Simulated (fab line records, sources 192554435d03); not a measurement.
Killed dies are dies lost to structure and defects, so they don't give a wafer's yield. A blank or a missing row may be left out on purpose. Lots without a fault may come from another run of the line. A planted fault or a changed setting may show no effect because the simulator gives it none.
Chamber matching | flow n5_finfet | N5_BEOL_M4_ALD_84 on ald_metal-02: 4 sister chambers
The step deposits TaN, pulse time 2 s, purge time 3 s, co reactant purge time 2 s. 8 wafers are shown with their chamber, then 11 later ones without.

WAFERS WITH THEIR CHAMBER
wafer  | chamber | heater_power_w (W) | mfc_carrier_sccm (sccm)
L089.1 | 2       | 458                | 1504
L087.3 | 0       | 425                | 1506
L087.5 | 1       | 392                | 1497
L087.6 | 0       | 415                | 1504
L088.3 | 3       | 403                | 1506
L088.5 | 2       | 456                | 1496
L088.6 | 3       | 407                | 1499
L091.1 | 1       | 388                | 1491

WAFERS WITHOUT THEIR CHAMBER
wafer  | heater_power_w (W) | mfc_carrier_sccm (sccm)
L091.2 | 449                | 1499
L091.4 | 415                | 1503
L092.1 | 406                | 1498
L092.4 | 454                | 1502
L092.5 | 458                | 1497
L095.1 | 385                | 1504
L095.2 | 406                | 1503
L095.3 | 417                | 1497
L097.2 | 417                | 1503
L097.4 | 452                | 1496
L097.6 | 384                | 1504

WHICH CHAMBER EACH WENT THROUGH
wafer  | from the rows above     | in truth
L091.2 | 2                       | 2
L091.4 | can't be placed: 0 or 3 | 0
L092.1 | 3                       | 3
L092.4 | 2                       | 2
L092.5 | 2                       | 2
L095.1 | 1                       | 1
L095.2 | 3                       | 3
L095.3 | can't be placed: 0 or 3 | 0
L097.2 | 0                       | 0
L097.4 | 2                       | 2
L097.6 | 1                       | 1
Placed correctly: 9 of 11. Can't be placed from these rows: 2 (the true chamber is among the candidates in 2). Placed wrongly: 0.
How it was worked out, from the rows above alone: a wafer's distance from a chamber is the root of the sum, over the readings, of the square of ((its reading less the chamber's mean) divided by the reading's scatter). The wafer belongs to the nearest chamber; if the next one is less than 2 further off, it can't be placed. A chamber's mean is the mean of its shown wafers. The scatter: the root of (the sum of the squares of (reading less its chamber's mean) over the shown wafers, divided by (wafers less chambers)).
